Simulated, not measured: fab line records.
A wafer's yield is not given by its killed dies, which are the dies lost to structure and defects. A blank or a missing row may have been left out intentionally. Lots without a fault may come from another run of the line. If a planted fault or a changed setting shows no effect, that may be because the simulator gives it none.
Matching of chambers | flow n5-finfet | 4 sister chambers for N5_BEOL_M13_ETCH_67 on rie-diel-06
The step etches SiARC in CF4, target depth 143 nm, time 238.3 s. 8 wafers are shown with their chamber, then 8 later ones without.

WAFERS, EACH WITH ITS CHAMBER
wafer  | chamber | showerhead-plenum-p-Torr (Torr) | throttle-valve-pct (%)
L078.1 | 1       | 2.18                            | 15.40
L081.3 | 0       | 2.19                            | 15.58
L092.2 | 3       | 2.15                            | 15.87
L092.3 | 1       | 2.17                            | 15.40
L089.2 | 3       | 2.15                            | 15.90
L089.4 | 2       | 2.04                            | 15.80
L089.5 | 2       | 2.04                            | 15.80
L091.1 | 0       | 2.19                            | 15.62

WAFERS WITH NO CHAMBER GIVEN
wafer  | showerhead-plenum-p-Torr (Torr) | throttle-valve-pct (%)
L091.3 | 2.04                            | 15.81
L091.4 | 2.15                            | 15.89
L097.1 | 2.18                            | 15.63
L097.2 | 2.17                            | 15.44
L097.6 | 2.18                            | 15.65
L095.1 | 2.14                            | 15.94
L095.4 | 2.04                            | 15.84
L095.6 | 2.14                            | 15.92

WHICH CHAMBER EACH ONE RAN IN
wafer  | from the rows above | in truth
L091.3 | 2                   | 2
L091.4 | 3                   | 3
L097.1 | 0                   | 0
L097.2 | 1                   | 1
L097.6 | 0                   | 0
L095.1 | 3                   | 3
L095.4 | 2                   | 2
L095.6 | 3                   | 3
Correct placement for 8 of the 8. Can't be placed from these rows: 0. Number placed wrongly: 0.
How it was worked out, from the rows above alone: a wafer's distance from a chamber is the root of the sum, over the readings, of the square of ((its reading less the chamber's mean) divided by the reading's scatter). If the next closest chamber is less than 2 further off than the closest, the wafer can't be placed; otherwise it belongs to the closest. A chamber's mean is the mean of its shown wafers. The scatter is the square root of a quotient: the sum, over the shown wafers, of each reading's squared deviation from its chamber's mean, divided by wafers minus chambers.
